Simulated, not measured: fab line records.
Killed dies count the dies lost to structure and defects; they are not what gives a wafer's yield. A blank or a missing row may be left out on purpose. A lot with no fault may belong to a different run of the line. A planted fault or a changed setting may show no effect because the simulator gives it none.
fab line records	flow n5-finfet
record: lots: 5	wafers: 15	last-day: 19
route steps=1938 shown BEOL_M6@1200
lots that met no fault: taken from a fault-free run of the same line
start-h: the number of hours between the record's first day and the start of the first shown wafer of the lot	wait-h: hours since the lot's step before	" as in the row above	L1.1+2: a single row standing in for several wafers	- either no value or no given start	* or withheld: withheld	< > ~ a bound
route shown NAME@n: NAME is a module with steps in the file, n the number in the route of the first one	usual: mean/standard deviation of fault-free wafers	same: alike in all rows	chamber/n: place in a boat	sites: per-site readings	_std_site: their standard deviation	_edge_site: mean of outer sites minus mean of inner sites	radius-mm: for every site, how far away it sits from the centre of the wafer	mask NAME#n: copy n	behind: the most recent tool/chamber to have shaped the wafer	hold: the reason the lot was held/the length of the hold in hours/how it ended	device: the n, p or np transistor that did not switch	end of line: tests run on the same wafers once the route is complete	for a step that has no rows: nothing shown but its recipe	killed: at the first sort, the dies lost to defects and structure; wafer yield is something else	map: per-die view of a wafer (x killed, . not killed, _ where there is no die)
set.NAME: the setting that was run; set.NAME@STEP: the one run at that earlier step	model.NAME: the simulator's own value behind a step, which no gauge read
lots at selected steps of the route; one table per step, one row per wafer
services: a tool's chamber out of use, with start hour (start-h, from the record's first day; less than 0 if before it), hours out, and reason
== steps ==
step: N5_BEOL_M6_COAT_60
recipe: resist: SiARC	temp-c: 220	time-s: 60	spin-rpm: 1500	resist-thk-nm: 35
step: N5_BEOL_M6_COAT_05
recipe: resist: CAR-ArF	spin-rpm: 1500	resist-thk-nm: 90
step: N5_BEOL_M6_EBR_07
recipe: solvent: PGMEA	ebr-width-mm: 1.5
step: N5_BEOL_M6_SOFTBAKE_06
recipe: temp-c: 110	time-s: 60	resist: CAR-ArF
step: N5_BEOL_M6_EXPOSE_08
recipe: mask-id: M6	na: 1.35	source-shape: dipole	sigma-inner: 0.817	sigma-outer: 0.97	polarization: te	dose-mj: 68.25
step: N5_BEOL_M6_PEB_09
recipe: peb-temp-c: withheld	peb-time-s: 60	resist: CAR-ArF
step: N5_BEOL_M6_DEVELOP_10
recipe: develop-time-s: 30	developer: TMAH	resist: CAR-ArF	rinse-liquid: diw	dry: air-spin	dev-temp-c: 23
step: N5_BEOL_M6_CD_MEAS_11
recipe: target-cd-nm: 38.5	landing-energy-ev: 500	detector: se-inlens	polarity: opening
usual: cd-nm: 38.7/0.36
lot.wafer	tool	chamber	start-h	wait-h	cd-nm
L274.2	cd-sem-01	0	215.34	-	39.0
L274.4	"	0	"	"	39.2
L274.6	"	0	"	"	38.7
L277.1	cd-sem-02	0	268.56	-	38.5
L277.4	"	0	"	"	38.7
L277.6	"	0	"	"	38.7
L281.1	cd-sem-02	0	304.45	-	39.1
L281.5	"	0	"	"	38.9
L281.6	"	0	"	"	38.7
L283.3	cd-sem-03	0	325.11	-	38.9
L283.5	"	0	"	"	37.9
L283.6	"	0	"	"	38.7
L289.4	cd-sem-01	0	351.18	-	39.2
L289.5	"	0	"	"	39.1
L289.6	"	0	"	"	39.7
step: N5_BEOL_M6_OVL_MEAS_12
recipe: points-per-wafer: 44
usual: M6_OVL: 0.1/0.89
lot.wafer	tool	chamber	start-h	wait-h	M6_OVL[nm]
L274.2	overlay-02	0	215.37	0.0	-0.9
L274.4	"	0	"	"	-0.4
L274.6	"	0	"	"	-1.1
L277.1	overlay-01	0	268.59	0.0	1.5
L277.4	"	0	"	"	0.4
L277.6	"	0	"	"	0.2
L281.1	overlay-02	0	304.48	0.0	-0.9
L281.5	"	0	"	"	-0.9
L281.6	"	0	"	"	0.0
L283.3	overlay-01	0	325.14	0.0	0.1
L283.5	"	0	"	"	0.1
L283.6	"	0	"	"	-1.1
L289.4	overlay-01	0	351.21	0.0	1.0
L289.5	"	0	"	"	0.3
L289.6	"	0	"	"	1.8
step: N5_BEOL_M6_INSPECT_13
recipe: mode: adi	inspect-instrument: brightfield
usual: raw-defect-count: 390/86
lot.wafer	tool	chamber	start-h	wait-h	raw-defect-count
L274.2	defect-inspect-01	-	215.39	0.0	540
L274.4	"	-	"	"	531
L274.6	"	-	"	"	479
L277.1	defect-inspect-01	-	268.61	0.0	296
L277.4	"	-	"	"	353
L277.6	"	-	"	"	373
L281.1	defect-inspect-01	-	304.50	0.0	289
L281.5	"	-	"	"	435
L281.6	"	-	"	"	480
L283.3	defect-inspect-02	-	325.17	0.0	402
L283.5	"	-	"	"	300
L283.6	"	-	"	"	466
L289.4	defect-inspect-01	-	351.23	0.0	434
L289.5	"	-	"	"	427
L289.6	"	-	"	"	372
step: N5_BEOL_M6_DESCUM_16
recipe: chemistry: O2	time-s: 7.9	source-power-w: 50	bias-power-w: 20	pressure-mtorr: 20	rf-frequency-hz: 2.712e+07	temp-c: 40	resist: CAR-ArF	o2-flow-sccm: 225
usual: chamber-pressure-mTorr: 19.999/0.017	drypump-motor-current-A: 5.8/0.51	oes-product-au: 0.79/0.079	rf-vpp-V: 243.2/1.2	showerhead-plenum-p-Torr: 2.09/0.05	throttle-valve-pct: 20.49/0.25
lot.wafer	tool	chamber	start-h	wait-h	chamber-pressure-mTorr	drypump-motor-current-A	oes-product-au	rf-hours-counter-h	rf-vpp-V	showerhead-plenum-p-Torr	throttle-valve-pct
L274.2	rie-diel-05	2	215.77	0.4	20.002	6.0	0.72	206	244.3	2.16	20.76
L274.4	"	3	"	"	19.992	6.0	0.80	102	243.1	2.02	20.64
L274.6	"	2	"	"	19.997	6.0	0.73	-	244.4	2.16	20.77
L277.1	rie-diel-01	0	268.65	0.0	19.970	6.5	0.83	87	241.3	2.03	20.38
L277.4	"	2	"	"	19.995	5.0	0.94	16	242.3	2.14	20.06
L277.6	"	3	"	"	19.999	5.2	0.73	-	242.2	2.08	20.77
L281.1	rie-diel-04	0	304.54	0.0	20.032	6.2	0.86	35	245.4	2.13	20.24
L281.5	"	0	"	"	20.017	6.2	0.86	-	244.4	2.13	20.25
L281.6	"	1	"	"	20.033	6.2	0.88	-	242.1	2.04	20.21
L283.3	rie-diel-01	0	325.20	0.0	20.008	6.5	0.80	104	241.3	2.02	20.41
L283.5	"	0	"	"	19.987	6.5	0.80	-	240.9	2.02	20.40
L283.6	"	3	"	"	19.990	5.2	0.72	-	242.7	2.08	20.77
L289.4	rie-diel-04	1	351.38	0.2	19.973	6.2	0.87	45	242.1	2.03	20.25
L289.5	"	2	"	"	19.977	5.5	0.67	-	242.9	2.06	20.77
L289.6	"	3	"	"	19.984	5.5	0.84	-	244.4	2.11	20.31
step: N5_BEOL_M6_ETCH_61
recipe: chemistry: CF4	target: SiARC	target-depth-a: 455	mask-material: CAR-ArF	time-s: 75.8	ion-energy-ev: 80	pressure-mtorr: 40	source-w: 545	bias-w: 36	Ar_flow_sccm: 100	cf4-flow-sccm: 100	ends: cleared
usual: chamber-pressure-mTorr: 40.01/0.037	drypump-motor-current-A: 5.8/0.5	etch-rf-on-time-s: 75.8/0.96	oes-product-au: 0.68/0.065	rf-vpp-V: 184.2/1	showerhead-plenum-p-Torr: 2.14/0.048	throttle-valve-pct: 15.67/0.26
lot.wafer	tool	chamber	start-h	wait-h	chamber-pressure-mTorr	drypump-motor-current-A	etch-rf-on-time-s	oes-product-au	rf-hours-counter-h	rf-vpp-V	showerhead-plenum-p-Torr	throttle-valve-pct
L274.2	rie-diel-05	2	215.81	0.0	39.95	6.0	75.9	0.62	206	184.2	2.20	15.94
L274.4	"	3	"	"	40.04	5.9	75.8	0.69	102	183.0	2.07	15.81
L274.6	"	2	"	"	40.07	6.0	76.4	0.62	-	184.8	2.20	15.95
L277.1	rie-diel-01	0	268.68	0.0	40.05	6.5	76.0	0.69	87	184.4	2.08	15.57
L277.4	"	2	"	"	39.98	5.0	74.8	0.79	16	184.9	2.19	15.21
L277.6	"	3	"	"	39.98	5.2	74.7	0.64	-	184.7	2.13	15.92
L281.1	rie-diel-04	0	304.57	0.0	40.01	6.2	76.2	0.74	35	184.8	2.18	15.39
L281.5	"	0	"	"	39.99	6.2	75.7	0.74	-	183.9	2.18	15.40
L281.6	"	1	"	"	40.03	6.2	75.0	0.76	-	184.7	2.09	15.40
L283.3	rie-diel-01	0	325.23	0.0	40.03	6.5	77.3	0.68	104	183.4	2.08	15.59
L283.5	"	0	"	"	40.01	6.5	76.2	0.67	-	184.0	2.08	15.58
L283.6	"	3	"	"	40.03	5.2	74.8	0.62	-	183.7	2.13	15.97
L289.4	rie-diel-04	1	351.42	0.0	39.98	6.2	75.5	0.73	45	183.2	2.09	15.43
L289.5	"	2	"	"	39.96	5.6	76.5	0.58	-	183.2	2.12	16.01
L289.6	"	3	"	"	40.06	5.5	75.6	0.71	-	185.1	2.18	15.57
step: N5_BEOL_M6_ETCH_62
recipe: chemistry: N2/H2	target: SOC	target-depth-a: 1100	overetch-a: 220	mask-material: SiARC	temp-c: 40	time-s: 165	ion-energy-ev: 200	pressure-mtorr: 30	source-w: 840	bias-w: 150	n2-flow-sccm: 200	h2-flow-sccm: 200
usual: chamber-pressure-mTorr: 29.996/0.027	drypump-motor-current-A: 5.8/0.51	oes-product-au: 0.67/0.062	rf-vpp-V: 523.8/1.8	showerhead-plenum-p-Torr: 2.54/0.061	throttle-valve-pct: 17.89/0.28
lot.wafer	tool	chamber	start-h	wait-h	chamber-pressure-mTorr	drypump-motor-current-A	oes-product-au	rf-hours-counter-h	rf-vpp-V	showerhead-plenum-p-Torr	throttle-valve-pct	model.SiARC_of_BEOL_M6_COAT_60.thk-nm	model.BEOL_M6.cd-offset-nm
L274.2	rie-diel-05	2	215.86	0.0	30.011	6.0	0.61	206	525.8	2.63	18.12	28.4	0.6
L274.4	"	3	"	"	30.029	6.0	0.68	102	523.1	2.45	17.96	28.4	0.8
L274.6	"	2	"	"	29.967	6.0	0.62	-	526.7	2.63	18.15	28.4	0.6
L277.1	rie-diel-01	0	268.74	0.0	30.008	6.5	0.70	87	522.7	2.47	17.81	28.4	-0.2
L277.4	"	2	"	"	29.991	5.0	0.78	16	524.1	2.59	17.33	28.2	0
L277.6	"	3	"	"	29.992	5.1	0.63	-	522.3	2.55	18.19	28.4	-0.2
L281.1	rie-diel-04	0	304.63	0.0	29.961	6.2	0.72	35	524.7	2.59	17.59	28.4	0.4
L281.5	"	0	"	"	29.999	6.2	0.73	-	525.0	2.59	17.62	28.2	0.2
L281.6	"	1	"	"	30.012	6.2	0.74	-	522.2	2.48	17.60	28.2	0
L283.3	rie-diel-01	0	325.29	0.0	30.046	6.5	0.68	104	522.6	2.46	17.84	26	1.4
L283.5	"	0	"	"	30.017	6.5	0.68	-	520.6	2.46	17.83	28.2	-0.6
L283.6	"	3	"	"	29.989	5.2	0.62	-	523.1	2.54	18.23	28.4	-0.2
L289.4	rie-diel-04	1	351.48	0.0	30.024	6.2	0.72	45	520.0	2.48	17.62	28.2	0.4
L289.5	"	2	"	"	29.988	5.5	0.57	-	524.4	2.50	18.25	28.6	0.8
L289.6	"	3	"	"	29.974	5.6	0.70	-	525.2	2.58	17.84	28.4	1
step: N5_BEOL_M6_STRIP_68
recipe: chemistry: N2/H2	temp-c: 40	n2-flow-sccm: 200	h2-flow-sccm: 200	rf-frequency-hz: 6e+07
step: N5_BEOL_M6_STRIP_67
recipe: chemistry: CF4	resist: SiARC	power-w: 300	bias-power-w: 75	pressure-mtorr: 50	cf4-flow-sccm: 150	rf-frequency-hz: 6e+07
usual: chamber-pressure-mTorr: 50.01/0.053	drypump-motor-current-A: 5.8/0.51	oes-product-au: 0.79/0.073	rf-vpp-V: 271.0/1.3	showerhead-plenum-p-Torr: 1.79/0.041	throttle-valve-pct: 13.63/0.27
lot.wafer	tool	chamber	start-h	wait-h	chamber-pressure-mTorr	drypump-motor-current-A	oes-product-au	rf-hours-counter-h	rf-vpp-V	showerhead-plenum-p-Torr	throttle-valve-pct
L274.2	rie-diel-05	2	216.01	0.0	49.99	6.0	0.73	206	272.0	1.84	13.93
L274.4	"	3	"	"	49.99	5.9	0.80	102	268.7	1.74	13.74
L274.6	"	2	"	"	50.02	6.0	0.72	-	272.7	1.84	13.93
L277.1	rie-diel-01	0	268.88	0.0	50.03	6.5	0.83	87	269.0	1.74	13.51
L277.4	"	2	"	"	50.04	5.0	0.92	16	272.2	1.83	13.14
L277.6	"	3	"	"	49.96	5.2	0.74	-	269.6	1.79	13.88
L281.1	rie-diel-04	0	304.77	0.0	50.07	6.2	0.86	35	272.2	1.83	13.36
L281.5	"	0	"	"	50.02	6.2	0.87	-	270.4	1.83	13.36
L281.6	"	1	"	"	50.00	6.2	0.87	-	270.1	1.75	13.36
L283.3	rie-diel-01	0	325.44	0.0	50.03	6.5	0.80	105	269.2	1.73	13.54
L283.5	"	0	"	"	49.97	6.5	0.80	-	270.8	1.73	13.53
L283.6	"	3	"	"	49.94	5.2	0.72	-	271.5	1.78	13.93
L289.4	rie-diel-04	1	351.62	0.0	49.95	6.2	0.87	45	271.5	1.75	13.37
L289.5	"	2	"	"	49.89	5.5	0.67	-	270.6	1.77	14.00
L289.6	"	3	"	"	49.94	5.5	0.83	-	272.9	1.82	13.53
step: N5_BEOL_M6_HM_OPEN_17
recipe: chemistry: Cl2/BCl3	target-depth-a: 200	overetch-a: 60	target: TiN	mask-material: SOC	ion-energy-ev: 150	pressure-mtorr: 10	icp-w: 1000	bias-w: 126	Cl2_flow_sccm: 53.25	bcl3-flow-sccm: 21.75	Ar_flow_sccm: 25
usual: chamber-pressure-mTorr: 10.000/0.0091	drypump-motor-current-A: 5.94/0.12	oes_ar_750_au: 0.83/0.085	oes-product-au: 0.71/0.074	throttle-valve-pct: 21.96/0.24
lot.wafer	tool	chamber	start-h	wait-h	chamber-pressure-mTorr	drypump-motor-current-A	oes_ar_750_au	oes-product-au	rf-hours-counter-h	throttle-valve-pct	model.BEOL_M6.cd-offset-nm
L274.2	rie-metal-01	0	216.06	0.0	9.996	6.07	0.64	0.55	109	21.87	0.6
L274.4	"	1	"	"	9.998	5.91	0.86	0.73	-	21.79	0.6
L274.6	"	1	"	"	10.011	5.92	0.86	0.72	-	21.80	0.6
L277.1	rie-metal-02	1	268.92	0.0	9.999	5.80	0.76	0.65	45	21.87	-0.2
L277.4	"	1	"	"	9.993	5.82	0.76	0.65	-	21.86	0
L277.6	"	0	"	"	10.014	6.16	0.78	0.66	-	22.38	-0.2
L281.1	rie-metal-01	1	304.81	0.0	10.020	5.92	0.84	0.71	26	21.80	0.2
L281.5	"	0	"	"	10.009	6.03	0.62	0.54	-	21.88	0.2
L281.6	"	1	"	"	10.006	5.91	0.83	0.71	-	21.80	0
L283.3	rie-metal-01	1	325.51	0.1	9.980	5.88	0.82	0.69	-	21.81	1.4
L283.5	"	0	"	"	10.009	6.05	0.99	0.85	-	21.72	-0.6
L283.6	"	1	"	"	10.005	5.90	0.82	0.69	-	21.81	-0.2
L289.4	rie-metal-02	1	351.71	0.1	9.996	5.86	0.74	0.63	-	21.86	0.4
L289.5	"	0	"	"	9.992	6.14	0.76	0.65	-	22.38	0.8
L289.6	"	1	"	"	10.007	5.83	0.75	0.63	-	21.88	1
step: N5_BEOL_M6_STRIP_19
recipe: chemistry: O2	power-w: 400	temp-c: 40	pressure-mtorr: 30	rf-frequency-hz: 6e+07	bias-power-w: 0	overash-fraction: 0.2	o2-flow-sccm: 225
usual: chamber-pressure-mTorr: 30.00/0.033	drypump-motor-current-A: 5.8/0.51	oes-product-au: 0.78/0.066	rf-vpp-V: 3.6/0.62	showerhead-plenum-p-Torr: 2.09/0.054	throttle-valve-pct: 16.76/0.24
lot.wafer	tool	chamber	start-h	wait-h	chamber-pressure-mTorr	drypump-motor-current-A	oes-product-au	rf-hours-counter-h	rf-vpp-V	showerhead-plenum-p-Torr	throttle-valve-pct
L274.2	rie-diel-01	3	216.29	0.2	29.96	5.2	0.75	140	4.0	2.10	16.97
L274.4	"	3	"	"	29.98	5.2	0.74	-	3.5	2.10	16.96
L274.6	"	0	"	"	30.01	6.5	0.84	-	3.8	2.04	16.57
L277.1	rie-diel-05	1	269.03	0.1	29.99	6.6	0.75	167	3.6	2.09	16.60
L277.4	"	2	"	"	30.02	6.1	0.71	225	2.9	2.16	17.06
L277.6	"	3	"	"	29.94	6.0	0.78	-	3.0	2.02	16.91
L281.1	rie-diel-01	1	304.99	0.1	29.99	5.6	0.72	216	3.8	2.09	17.00
L281.5	"	3	"	"	29.95	5.2	0.72	-	3.1	2.08	17.02
L281.6	"	0	"	"	29.99	6.5	0.80	-	3.1	2.03	16.63
L283.3	rie-diel-04	1	325.78	0.2	29.98	6.3	0.86	39	4.1	2.04	16.45
L283.5	"	0	"	"	29.98	6.2	0.85	-	3.5	2.13	16.49
L283.6	"	3	"	"	30.00	5.5	0.85	-	4.3	2.12	16.55
L289.4	rie-diel-05	0	351.81	0.1	30.00	5.7	0.75	130	4.5	2.19	16.82
L289.5	"	0	"	"	29.97	5.7	0.76	-	2.1	2.19	16.83
L289.6	"	3	"	"	29.99	6.0	0.75	-	3.6	2.01	16.96
step: N5_BEOL_M6_CD_MEAS_18
recipe: pitch-nm: 80	target-cd-nm: 40
usual: cd-nm: 40.1/0.39
lot.wafer	tool	chamber	start-h	wait-h	cd-nm
L274.2	cd-sem-02	-	216.36	0.1	40.6
L274.4	"	-	"	"	40.2
L274.6	"	-	"	"	40.7
L277.1	cd-sem-03	-	269.10	0.0	39.7
L277.4	"	-	"	"	40.1
L277.6	"	-	"	"	40.2
L281.1	cd-sem-02	-	305.06	0.0	39.9
L281.5	"	-	"	"	40.3
L281.6	"	-	"	"	39.8
L283.3	cd-sem-03	-	325.85	0.1	41.4
L283.5	"	-	"	"	39.6
L283.6	"	-	"	"	40.2
L289.4	cd-sem-03	-	351.89	0.1	40.2
L289.5	"	-	"	"	40.6
L289.6	"	-	"	"	41.0
step: N5_BEOL_M6_COAT_63
recipe: resist: SOC	temp-c: 250	time-s: 60	spin-rpm: 1500	resist-thk-nm: 60
== services ==
tool	chamber	start-h	hours	kind
rie-metal-01	-	192.91	1.4	pm
rie-diel-01	2	204.69	-	clean
rie-diel-01	2	204.69	-	consumable-replace:focus-ring
rie-diel-01	2	204.69	23.2	scheduled-down
rie-diel-01	2	204.69	23.2	vent-cycle
rie-metal-02	0	207.82	1.5	repair
rie-diel-04	0	214.62	7.9	repair
rie-diel-05	-	236.95	2.4	repair
rie-metal-01	-	239.29	14.6	pm
rie-metal-01	0	283.97	2.3	repair
rie-diel-04	2	287.32	7.5	repair
rie-diel-04	2	308.08	5.8	repair
rie-metal-01	0	308.48	-	clean
rie-metal-01	0	308.48	14.4	scheduled-down
rie-metal-01	0	308.48	14.4	vent-cycle
rie-diel-05	2	313.06	5.9	repair
rie-diel-04	2	326.28	1.8	repair
== key ==
first-sign: step: N5_BEOL_M6_CD_MEAS_18	reading: cd-nm	direction: up	sigmas: 3.3	usual: 40.1	struck: 41.4
effect none on later readings
model-effect: step: N5_BEOL_M6_ETCH_62	value: SiARC_of_BEOL_M6_COAT_60.thk-nm	without: 28.2	struck: 26
model-effect: step: N5_BEOL_M6_HM_OPEN_17	value: BEOL_M6.cd-offset-nm	without: 0.2	struck: 1.4
met-at N5_BEOL_M6_ETCH_62
struck-wafers L283.3
onset-between 268.74 325.29
fault: kind: process-parameter-drift	tool: rie-diel-01	chamber: -	onset-h: 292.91	steps: N5_BEOL_M6_ETCH_62	channel: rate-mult	offset: 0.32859	shape: step	end-h: 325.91	scope: struck-wafers-only
